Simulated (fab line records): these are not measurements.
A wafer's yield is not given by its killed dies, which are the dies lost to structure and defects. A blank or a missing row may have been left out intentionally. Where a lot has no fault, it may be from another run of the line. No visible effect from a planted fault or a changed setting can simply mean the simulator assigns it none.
Chamber matching ; flow n5-finfet ; cmp-04 running N5_BEOL_M3_CMP_52: 4 sister chambers
The step polishes, stops on SiOC, t overpolish 6.8 s, target thk 40 nm. 14 wafers are shown with their chamber, then 7 later ones without.

## EACH WAFER AND ITS CHAMBER
wafer;chamber;motor-current-A (A);time-to-endpoint-s (s);barrier-field-endpoint-s (s)
L075.2;0;5.9;60;24.0
L075.4;3;5.5;58;24.2
L075.5;1;6.7;63;25.1
L077.1;0;5.8;66;25.3
L077.4;3;5.8;62;24.1
L077.6;0;5.8;63;24.7
L078.1;3;5.8;60;24.6
L078.3;0;6.0;63;24.8
L078.6;0;6.0;65;25.8
L081.1;1;6.7;62;25.1
L081.2;2;5.6;59;24.2
L081.3;3;5.4;58;24.1
L087.2;2;5.6;55;23.4
L087.4;1;7.0;63;23.7

SIGNATURES (averages over the wafers above)
reading;chamber 0;chamber 1;chamber 2;chamber 3;scatter within a chamber
motor-current-A;5.900;6.800;5.600;5.625;0.151
time-to-endpoint-s;63.40;62.67;57.00;59.50;2.02
barrier-field-endpoint-s;24.920;24.633;23.800;24.250;0.602
Rule: for a wafer and a chamber, the distance is found by dividing, reading by reading, the gap between the wafer's reading and the chamber's mean by the reading's scatter, squaring, summing and taking the root. The wafer belongs to the nearest chamber; if the next one is less than 2 further off, it can't be placed. How the scatter is found: for the shown wafers, subtract from each reading the mean of its chamber, square and add these, divide the total by (wafers less chambers), then take the root.

## WAFERS MISSING THEIR CHAMBER
wafer;motor-current-A (A);time-to-endpoint-s (s);barrier-field-endpoint-s (s)
L087.6;6.6;63;24.7
L090.1;5.5;60;24.7
L090.3;6.2;66;25.6
L090.5;6.1;64;25.6
L091.2;5.5;58;23.3
L091.3;6.9;65;25.0
L091.4;5.7;57;23.9

## WHICH CHAMBER EACH WENT THROUGH
wafer;from the rows above;in truth
L087.6;1;1
L090.1;can't be placed: 3 or 2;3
L090.3;can't be placed: 0 or 1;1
L090.5;0;0
L091.2;can't be placed: 2 or 3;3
L091.3;1;1
L091.4;can't be placed: 2 or 3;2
3 of 7 placed correctly. From these rows, 4 cannot be placed; in 4 the true chamber is one of the candidates. 0 placed wrongly.
